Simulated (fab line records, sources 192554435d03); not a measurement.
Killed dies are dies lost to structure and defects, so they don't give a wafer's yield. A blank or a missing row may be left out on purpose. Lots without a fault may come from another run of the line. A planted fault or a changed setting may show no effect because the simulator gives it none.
Split-lot experiment | flow n5_finfet | 7 lots, 21 wafers read, on a route of 1938 steps

THE SPLIT
At N5_MOL_CONTACT_COAG_ALD_131 (deposits SiO2, target thk 5 nm, pulse time 1 s, co reactant pulse time 1 s), the setting ald_cycles was moved away from the recipe's 35 on 7 of the 21 wafers read, by -5.7% to +14.3%. The other wafers ran this setting at the recipe's value.

The reading is taken at the split's own step.

THE READING
SiO2_of_MOL_CONTACT_COAG_ALD_131.thk_nm (the simulator's own value, which no gauge read), in nm, at N5_MOL_CONTACT_COAG_ALD_131 (deposits SiO2, target thk 5 nm, pulse time 1 s, co reactant pulse time 1 s). The file gives no usual value for it.

wafer  | tool, chamber at the split | ald_cycles as run | against the recipe | SiO2_of_MOL_CONTACT_COAG_ALD_131.thk_nm, nm | against lot-mates on the recipe
L075.3 | ald_sin-03, 3,2,1          | 35                | recipe             | 5                                           | -
L075.5 | ald_sin-03, 3,2,1          | 35                | recipe             | 5                                           | -
L075.6 | ald_sin-03, 3,2,1          | 35                | recipe             | 5                                           | -
L077.1 | ald_sin-04, 0,3            | 40                | +14.3%             | 5.8                                         | +0.8
L077.6 | ald_sin-04, 0,3            | 40                | +14.3%             | 5.8                                         | +0.8
L077.2 | ald_sin-04, 1              | 35                | recipe             | 5                                           | -
L080.1 | ald_sin-04, 3,2            | 35                | recipe             | 5                                           | -
L080.6 | ald_sin-04, 3,2            | 35                | recipe             | 5                                           | -
L080.3 | ald_sin-04, 2              | 38                | +8.6%              | 5.4                                         | +0.4
L083.1 | ald_sin-04, 2,1,3          | 35                | recipe             | 5                                           | -
L083.3 | ald_sin-04, 2,1,3          | 35                | recipe             | 5                                           | -
L083.6 | ald_sin-04, 2,1,3          | 35                | recipe             | 5                                           | -
L090.3 | ald_sin-03, 3,0            | 33                | -5.7%              | 4.6                                         | -0.4
L090.6 | ald_sin-03, 3,0            | 33                | -5.7%              | 4.6                                         | -0.4
L090.5 | ald_sin-03, 3              | 35                | recipe             | 5                                           | -
L091.2 | ald_sin-03, 1,3,2          | 35                | recipe             | 5                                           | -
L091.5 | ald_sin-03, 1,3,2          | 35                | recipe             | 5                                           | -
L091.6 | ald_sin-03, 1,3,2          | 35                | recipe             | 5                                           | -
L095.2 | ald_sin-04, 0              | 35                | recipe             | 5                                           | -
L095.3 | ald_sin-04, 2              | 38                | +8.6%              | 5.4                                         | +0.4
L095.6 | ald_sin-04, 2              | 38                | +8.6%              | 5.4                                         | +0.4
Where a row lists several chambers, the file gives one row for several wafers and doesn't say which wafer went through which chamber.

THE FIT
A straight line over all 21 wafers: SiO2_of_MOL_CONTACT_COAG_ALD_131.thk_nm changes by +0.0555 nm for each +1% of ald_cycles; r = +0.99; the points scatter about the line by 0.036 nm.
The same after taking each lot's own level away (the mean of its wafers on the recipe; 21 wafers): +0.0555 nm for each +1%; r = +0.99; scatter 0.036 nm.
On that fit, the largest move of ald_cycles shifts the reading by 0.79 nm.
The lots' own levels span 5.00 to 5.00 nm.
So the lot-to-lot level changes the slope little: the two slopes agree.
Check: with one of the wafers moved furthest among these (+14.3%) left out of the fit, the line predicts +0.764 nm for it against its lot-mates. It came out at +0.8 nm against them.

OTHER SPLITS ON THESE WAFERS
These wafers also went through other splits before the reading. Each is held against what the fit with the lots' levels taken away leaves over:
other split on the same wafers               | wafers away from the commonest value | r with SiO2_of_MOL_CONTACT_COAG_ALD_131.thk_nm (lot level and that fit taken away)
N5_SDB_COAT_03 spin_rpm                      | 10                                   | +0.53
N5_SDB_ALD_29 ald_cycles                     | 5                                    | -0.59
N5_HKMG_FIN_ETCH_35 bias_w                   | 9                                    | -0.09
N5_MOL_CONTACT_COAG_CONTACT_ETCH_14 source_w | 6                                    | +0.08

THE FILE'S OWN FIT
SiO2_of_MOL_CONTACT_COAG_ALD_131.thk_nm changes by +0.0536 nm for each +1% of ald_cycles, r = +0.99.
